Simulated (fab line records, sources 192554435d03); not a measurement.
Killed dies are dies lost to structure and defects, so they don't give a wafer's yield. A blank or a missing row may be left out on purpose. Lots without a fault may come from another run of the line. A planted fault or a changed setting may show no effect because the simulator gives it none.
Which tool did it? | flow n5_finfet | 9 lots, 27 wafers sampled, at 8 steps of a route of 1938

WHAT THE GAUGES READ, wafer by wafer
N5_BEOL_M4_RC_MEAS_101. Usual: DIBL_N 36.3 mV/V, standard deviation 1.6; DIBL_P 36.5 mV/V, standard deviation 1.6; IOFF_N 0.163 nA/um, standard deviation 0.026; IOFF_P 0.22 nA/um, standard deviation 0.033; ION_N 676 uA/um, standard deviation 9.9; ION_P 464 uA/um, standard deviation 6.5; SS_N 71.5 mV/dec, standard deviation 0.5; SS_P 73.3 mV/dec, standard deviation 0.64; VT_N 249.3 mV, standard deviation 2.9; VT_P -250 mV, standard deviation 3.2.
lot  | measured     | on        | DIBL_N (mV/V)  | DIBL_P (mV/V)  | IOFF_N (nA/um)    | IOFF_P (nA/um) | ION_N (uA/um) | ION_P (uA/um) | SS_N (mV/dec)  | SS_P (mV/dec)  | VT_N (mV)         | VT_P (mV)      | flag
L459 | day 8 10:20  | prober-02 | 32.9 35.1 33.6 | 32.6 35.7 34.0 | 0.114 0.150 0.129 | 0.14 0.19 0.16 | 671 669 661   | 458 462 452   | 70.9 71.1 71.8 | 72.6 74.1 72.5 | 255.4 249.7 252.2 | -259 -252 -254 |
L460 | day 9 01:08  | prober-01 | 37.5 38.1 38.2 | 36.8 38.0 38.0 | 0.167 0.175 0.187 | 0.23 0.25 0.26 | 666 671 680   | 457 462 468   | 71.6 71.3 72.5 | 74.2 73.7 74.3 | 248.8 248.0 248.9 | -249 -244 -246 |
L462 | day 9 08:10  | prober-01 | 34.8 33.5 34.9 | 36.6 34.8 36.3 | 0.169 0.140 0.165 | 0.20 0.17 0.20 | 691 672 692   | 466 467 471   | 71.5 71.0 70.9 | 73.7 72.9 74.6 | 249.6 250.4 247.7 | -250 -251 -251 |
L468 | day 10 18:48 | prober-02 | 38.9 39.4 39.1 | 37.9 38.2 37.9 | 0.218 0.235 0.222 | 0.28 0.28 0.28 | 683 689 696   | 474 469 473   | 72.0 72.1 72.5 | 73.7 74.2 73.8 | 246.9 242.8 244.2 | -247 -246 -245 |
L477 | day 12 18:37 | prober-01 | 37.5 35.4 36.4 | 35.8 34.7 35.1 | 0.166 0.140 0.143 | 0.21 0.20 0.20 | 678 668 668   | 463 462 460   | 71.2 71.3 71.1 | 73.0 72.8 72.6 | 249.6 248.2 247.9 | -249 -251 -252 |
L479 | day 13 16:11 | prober-01 | 38.4 35.0 35.9 | 42.3 37.9 38.6 | 0.213 0.145 0.164 | 0.29 0.21 0.23 | 685 680 682   | 470 470 471   | 72.8 70.8 71.5 | 74.2 72.1 72.9 | 246.6 248.1 250.8 | -245 -250 -249 |
L478 | day 13 19:29 | prober-01 | 33.9 34.3 34.3 | 34.1 34.0 33.9 | 0.123 0.123 0.128 | 0.21 0.20 0.21 | 676 665 663   | 477 459 467   | 71.4 71.0 71.2 | 72.4 73.1 72.2 | 255.8 254.4 256.5 | -246 -248 -247 |
L480 | day 13 21:23 | prober-01 | 35.9 35.8 35.9 | 35.8 36.3 36.1 | 0.146 0.143 0.152 | 0.20 0.20 0.20 | 667 671 675   | 459 467 462   | 71.0 71.2 71.4 | 73.1 73.1 72.5 | 253.6 250.4 251.3 | -251 -253 -254 |
L482 | day 14 08:29 | prober-01 | 36.3 36.5 38.5 | 35.8 35.5 39.0 | 0.173 0.165 0.217 | 0.24 0.23 0.30 | 681 671 696   | 463 462 473   | 71.5 72.0 72.0 | 73.2 74.0 74.1 | 246.1 247.7 243.8 | -246 -246 -245 |

N5_BEOL_M5_OCD_MEAS_38. Usual: trench_depth_nm 71.6 nm, standard deviation 1.1.
lot  | measured     | on     | trench_depth_nm (nm) | flag
L459 | day 8 18:15  | ocd-02 | 73.0 73.0 72.8       |
L460 | day 9 07:56  | ocd-02 | 72.6 71.8 69.8       |
L462 | day 9 15:21  | ocd-02 | 70.0 72.1 72.1       |
L468 | day 10 23:56 | ocd-01 | 120.8 72.4 118.3     | OFF
L477 | day 13 01:40 | ocd-01 | 71.0 69.2 71.9       |
L479 | day 13 20:42 | ocd-01 | 71.8 71.8 69.4       |
L478 | day 14 04:16 | ocd-02 | 70.3 70.1 70.6       |
L480 | day 14 04:11 | ocd-02 | 72.9 72.0 73.5       |
L482 | day 14 13:02 | ocd-02 | 72.3 70.1 72.1       |

N5_BEOL_M5_THK_MEAS_53: measures by xrf. Usual: M5_THK 62.6 nm, standard deviation 1.5.
lot  | measured     | on            | M5_THK (nm)      | flag
L459 | day 9 01:40  | film_metro-01 | 63.4 63.5 62.8   |
L460 | day 9 15:11  | film_metro-01 | 64.3 63.4 60.1   |
L462 | day 9 23:18  | film_metro-01 | 61.0 61.2 60.6   |
L468 | day 11 07:58 | film_metro-01 | 111.6 63.7 108.6 | OFF
L477 | day 13 09:46 | film_metro-02 | 63.3 61.6 63.1   |
L479 | day 14 04:44 | film_metro-02 | 62.4 62.7 59.7   |
L478 | day 14 13:01 | film_metro-01 | 60.7 61.8 63.4   |
L480 | day 14 10:29 | film_metro-02 | 62.1 62.2 62.9   |
L482 | day 14 20:54 | film_metro-02 | 63.3 60.6 63.8   |

N5_BEOL_M5_RS_MEAS_57: measures by four-point-probe. Usual: M5_RS 0.387 ohm/sq, standard deviation 0.011.
lot  | measured     | on            | M5_RS (ohm/sq)    | flag
L459 | day 9 01:55  | film_metro-01 | 0.381 0.378 0.384 |
L460 | day 9 15:26  | film_metro-01 | 0.374 0.380 0.404 |
L462 | day 9 23:34  | film_metro-01 | 0.395 0.392 0.396 |
L468 | day 11 08:13 | film_metro-02 | 0.197 0.378 0.202 | OFF
L477 | day 13 10:02 | film_metro-01 | 0.383 0.399 0.383 |
L479 | day 14 04:59 | film_metro-02 | 0.385 0.381 0.408 |
L478 | day 14 13:19 | film_metro-01 | 0.405 0.395 0.383 |
L480 | day 14 10:47 | film_metro-02 | 0.385 0.382 0.380 |
L482 | day 14 21:10 | film_metro-01 | 0.381 0.399 0.375 |

WHICH TOOL RAN EACH LOT (tool, then ch and the chambers of the sampled wafers, then the start)
lot  | N5_BEOL_M5_TRENCH_ETCH_37          | N5_BEOL_M5_SPUTTER_81        | N5_BEOL_M5_ANNEAL_84         | N5_BEOL_M5_SPUTTER_88
L459 | rie_diel-05 ch 0,1,3, day 8 18:06  | pvd_sputter-03, day 8 21:35  | pvd_sputter-03, day 8 22:46  | pvd_sputter-03, day 8 23:46
L460 | rie_diel-06 ch 1,2,3, day 9 07:47  | pvd_sputter-01, day 9 11:07  | pvd_sputter-01, day 9 12:17  | pvd_sputter-01, day 9 13:17
L462 | rie_diel-05 ch 0,1,2, day 9 15:11  | pvd_sputter-01, day 9 19:14  | pvd_sputter-01, day 9 20:24  | pvd_sputter-01, day 9 21:25
L468 | rie_diel-06 ch 0,1,3, day 10 23:47 | pvd_sputter-03, day 11 03:49 | pvd_sputter-03, day 11 04:59 | pvd_sputter-03, day 11 05:59
L477 | rie_diel-05 ch 0,2,3, day 13 01:31 | pvd_sputter-02, day 13 05:41 | pvd_sputter-02, day 13 06:50 | pvd_sputter-02, day 13 07:51
L479 | rie_diel-02 ch 0,1,3, day 13 20:32 | pvd_sputter-02, day 14 00:41 | pvd_sputter-02, day 14 01:50 | pvd_sputter-02, day 14 02:51
L478 | rie_diel-06 ch 0,2, day 14 04:07   | pvd_sputter-01, day 14 08:16 | pvd_sputter-01, day 14 09:26 | pvd_sputter-01, day 14 10:26
L480 | rie_diel-05 ch 1,3, day 14 04:02   | pvd_sputter-03, day 14 06:26 | pvd_sputter-03, day 14 07:36 | pvd_sputter-03, day 14 08:37
L482 | rie_diel-05 ch 0,1,2, day 14 12:53 | pvd_sputter-03, day 14 16:50 | pvd_sputter-03, day 14 18:01 | pvd_sputter-03, day 14 19:01
- N5_BEOL_M5_TRENCH_ETCH_37: etches SiCOH lowk in C4F6/O2, target depth 71.652 nm, time 24.7 s.
- N5_BEOL_M5_SPUTTER_81: material Cu, target thk 15 nm, time 27.62 s.
- N5_BEOL_M5_ANNEAL_84: time 1800 s.
- N5_BEOL_M5_SPUTTER_88: material Cu, target thk 15 nm, time 27.62 s.

WHAT THE TOOLS THEMSELVES READ (means of the sampled wafers that have a number; where no wafer has one, the mark that the record gives instead)
N5_BEOL_M5_TRENCH_ETCH_37. Usual: O2_flow_sccm 10.00 sccm, standard deviation 0.035; drypump_motor_current_A 5.7 A, standard deviation 0.33; oes_product_au 0.78 a.u., standard deviation 0.084; rf_vpp_V 664 V, standard deviation 5.7; showerhead_plenum_p_Torr 2.84 Torr, standard deviation 0.12; throttle_valve_pct 20.98 %, standard deviation 0.26.
lot  | tool        | O2_flow_sccm (sccm) | drypump_motor_current_A (A) | oes_product_au (a.u.) | rf_vpp_V (V) | showerhead_plenum_p_Torr (Torr) | throttle_valve_pct (%) | flag
L459 | rie_diel-05 | 10.02               | 5.6                         | 0.85                  | 663          | 2.82                            | 20.88                  |
L460 | rie_diel-06 | 10.04               | 5.7                         | 0.81                  | 666          | 2.80                            | 21.04                  |
L462 | rie_diel-05 | 10.02               | 5.8                         | 0.76                  | 660          | 2.86                            | 20.84                  |
L468 | rie_diel-06 | 10.00               | 5.6                         | 1.04                  | 668          | 2.87                            | 21.03                  | OFF
L477 | rie_diel-05 | 9.99                | 5.9                         | 0.75                  | 664          | 2.85                            | 20.86                  |
L479 | rie_diel-02 | 9.98                | 5.7                         | 0.80                  | 667          | 2.89                            | 20.98                  |
L478 | rie_diel-06 | 10.02               | 5.8                         | 0.74                  | 660          | 2.88                            | 21.13                  |
L480 | rie_diel-05 | 9.99                | 5.5                         | 0.85                  | 663          | 2.79                            | 20.90                  |
L482 | rie_diel-05 | 10.03               | 5.8                         | 0.73                  | 660          | 2.84                            | 20.90                  |

N5_BEOL_M5_SPUTTER_81. Usual: throttle_valve_pct 30.1 %, standard deviation 1.1.
lot  | tool           | throttle_valve_pct (%) | flag
L459 | pvd_sputter-03 | 30.0                   |
L460 | pvd_sputter-01 | 30.4                   |
L462 | pvd_sputter-01 | 30.0                   |
L468 | pvd_sputter-03 | 29.8                   |
L477 | pvd_sputter-02 | 29.7                   |
L479 | pvd_sputter-02 | 30.6                   |
L478 | pvd_sputter-01 | 29.7                   |
L480 | pvd_sputter-03 | 29.1                   |
L482 | pvd_sputter-03 | 30.7                   |

N5_BEOL_M5_ANNEAL_84. Usual: heater_power_w 814 W, standard deviation 100.
lot  | tool           | heater_power_w (W) | flag
L459 | pvd_sputter-03 | 865                |
L460 | pvd_sputter-01 | 745                |
L462 | pvd_sputter-01 | 724                |
L468 | pvd_sputter-03 | 880                |
L477 | pvd_sputter-02 | 800                |
L479 | pvd_sputter-02 | 792                |
L478 | pvd_sputter-01 | 931                |
L480 | pvd_sputter-03 | 869                |
L482 | pvd_sputter-03 | 849                |

N5_BEOL_M5_SPUTTER_88. Usual: throttle_valve_pct 30.1 %, standard deviation 1.1.
lot  | tool           | throttle_valve_pct (%) | flag
L459 | pvd_sputter-03 | 30.1                   |
L460 | pvd_sputter-01 | 30.4                   |
L462 | pvd_sputter-01 | 29.7                   |
L468 | pvd_sputter-03 | 29.7                   |
L477 | pvd_sputter-02 | 29.6                   |
L479 | pvd_sputter-02 | 30.4                   |
L478 | pvd_sputter-01 | 29.7                   |
L480 | pvd_sputter-03 | 29.1                   |
L482 | pvd_sputter-03 | 30.6                   |

THE ANSWER, worked out from the rows above alone
Rule: a lot is off if the mean of its wafers that have a number lies more than 3 standard deviations from the usual mean. A lot without any number at a reading at which 4 lots or more have one is off too. The other lots that the step has rows for count as sound. The gauges are gone through in route order, then the tools' own readings, and for those a lot's mean is taken as printed above. The first step at which some lot is off is used, and at that step the reading that is off furthest; a lot without a number counts as furthest.
Off: L468, at N5_BEOL_M5_OCD_MEAS_38 (trench_depth_nm).
A tool fits if, at a process step before that reading, it ran every lot that is off, and no sound lot after the first of them. The gauges at N5_BEOL_M5_OCD_MEAS_38 aren't tried: what is off there is off at N5_BEOL_M5_THK_MEAS_53 too, on other tools, and a gauge's error can't cause that. None of those tried fits.

WHAT THE SIMULATOR HAD PUT IN
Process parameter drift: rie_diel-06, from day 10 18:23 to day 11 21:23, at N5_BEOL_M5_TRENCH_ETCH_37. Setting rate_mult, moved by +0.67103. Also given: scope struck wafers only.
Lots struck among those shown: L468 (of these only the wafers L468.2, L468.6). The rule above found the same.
